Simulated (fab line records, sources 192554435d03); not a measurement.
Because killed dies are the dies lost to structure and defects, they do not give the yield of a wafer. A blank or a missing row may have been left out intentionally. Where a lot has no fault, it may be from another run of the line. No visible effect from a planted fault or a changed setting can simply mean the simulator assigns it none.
Lot-split experiment -- flow n5_finfet -- 21 wafers read across 7 lots, on a route 1938 steps long

== THE SPLIT ==
At N5_BEOL_M7_TRENCH_ETCH_37 (etches SiCOH lowk in C4F6/O2, target depth 93.478 nm, time 31.2 s), the setting bias_w was moved away from the recipe's 185 W on 6 of the 21 wafers read, by -10.3% to +16.9%. This setting was run at the recipe's value on the other wafers.

The reading is taken at the split's own step.

== THE READING ==
rf_vpp_V, in V, at N5_BEOL_M7_TRENCH_ETCH_37 (etches SiCOH lowk in C4F6/O2, target depth 93.478 nm, time 31.2 s). Typical for fault-free wafers on this fab line: 667 V, with standard deviation 6 V.

wafer,"tool, chamber at the split","bias_w as run, W",against the recipe,"rf_vpp_V, V",against lot-mates on the recipe
L077.3,"rie_diel-03, 1",166,-10.3%,615,-57
L077.4,"rie_diel-03, 2",185,recipe,672,-
L077.6,"rie_diel-03, 0",166,-10.3%,619,-53
L074.2,"rie_diel-01, 3",185,recipe,667,-
L074.3,"rie_diel-01, 2",185,recipe,671,-
L074.4,"rie_diel-01, 1",185,recipe,659,-
L080.1,"rie_diel-03, 0",185,recipe,673,-
L080.3,"rie_diel-03, 2",185,recipe,671,-
L080.5,"rie_diel-03, 0",216.2,+16.9%,762,+90
L082.1,"rie_diel-06, 3",185,recipe,669,-
L082.2,"rie_diel-06, 2",185,recipe,653,-
L082.3,"rie_diel-06, 0",185,recipe,660,-
L087.2,"rie_diel-03, 3",213.8,+15.6%,746,+75
L087.5,"rie_diel-03, 3",213.8,+15.6%,747,+76
L087.6,"rie_diel-03, 0",185,recipe,671,-
L095.2,"rie_diel-06, 3",185,recipe,668,-
L095.4,"rie_diel-06, 0",167.8,-9.3%,612,-49
L095.5,"rie_diel-06, 2",185,recipe,654,-
L096.2,"rie_diel-03, 1",185,recipe,672,-
L096.4,"rie_diel-03, 2",185,recipe,672,-
L096.6,"rie_diel-03, 3",185,recipe,666,-

THE FIT
A straight line over all 21 wafers: rf_vpp_V changes by +5.27 V for each +1% of bias_w; r = +0.99; the points scatter about the line by 6.4 V.
The same after taking each lot's own level away (the mean of its wafers on the recipe; 21 wafers): +5.12 V for each +1%; r = +0.99; scatter 4.5 V.
On that fit, the largest move of bias_w shifts the reading by 86 V.
Across the lots, their own levels run from 660.7 to 672.0 V, a range of 1.9 times the standard deviation given above.
The two slopes are in agreement: the lot-to-lot level therefore moves the slope only a little.
Check: +84.2 V against its lot-mates is what the line predicts for one of the wafers moved furthest among these (+16.9%) when that wafer is left out of the fit. It came out at +90 V against them.
Tool readings at the split's step, against how far the setting was moved: rf_vpp_V r = +0.99.

== THE OTHER SPLITS THESE WAFERS WENT THROUGH ==
Other splits were also applied to these wafers ahead of the reading. Each is held against what the fit with the lots' levels taken away leaves over:
other split on the same wafers,wafers away from the commonest value,r with rf_vpp_V (lot level and that fit taken away)
N5_BEOL_M5_ETCH_41 source_w,7,+0.00
N5_BEOL_M6_ETCH_61 bias_w,8,+0.34
N5_BEOL_M6_COAT_22 spin_rpm,6,+0.04
N5_BEOL_M7_HM_DEP_02 target_thk_a,9,-0.04
N5_BEOL_M7_DESCUM_33 time_s,8,+0.01

== FILE'S OWN FIT ==
rf_vpp_V changes by +5.15 V for each +1% of bias_w, r = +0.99.
